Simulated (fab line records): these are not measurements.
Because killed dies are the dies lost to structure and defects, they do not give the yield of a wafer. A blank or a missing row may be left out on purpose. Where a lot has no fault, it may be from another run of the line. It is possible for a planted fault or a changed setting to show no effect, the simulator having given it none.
Chamber matching	flow nand_harc	3 sister chambers for NHARC_P_M0_DEP_32 on pecvd-01
The step deposits SiCN, target thk 30 nm. 6 wafers are shown with their chamber, then 7 later ones without.

EACH WAFER AND ITS CHAMBER
wafer	chamber	heater_power_w (W)
L079.6	1	668
L081.5	1	683
L085.4	2	616
L085.6	0	543
L087.1	2	564
L087.5	0	516

WAFERS MISSING THEIR CHAMBER
wafer	heater_power_w (W)
L087.6	568
L089.1	535
L089.2	580
L089.6	541
L088.1	605
L088.5	601
L088.6	605

WHICH CHAMBER EACH WENT THROUGH
wafer	from the rows above	in truth
L087.6	can't be placed: 2 or 0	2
L089.1	0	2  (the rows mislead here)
L089.2	can't be placed: 2 or 0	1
L089.6	can't be placed: 0 or 2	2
L088.1	2	2
L088.5	2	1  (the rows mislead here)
L088.6	2	2
Placed correctly: 2 of 7. Not placeable from these rows: 3 (in 2, the candidates include the true chamber). Placed wrongly: 2.
How it was worked out, from the rows above alone: a wafer's distance from a chamber is the root of the sum, over the readings, of the square of ((its reading less the chamber's mean) divided by the reading's scatter). The wafer belongs to the nearest chamber; if the next one is less than 2 further off, it can't be placed. The mean given for a chamber averages the wafers shown for that chamber. How the scatter is found: for the shown wafers, subtract from each reading the mean of its chamber, square and add these, divide the total by (wafers less chambers), then take the root.
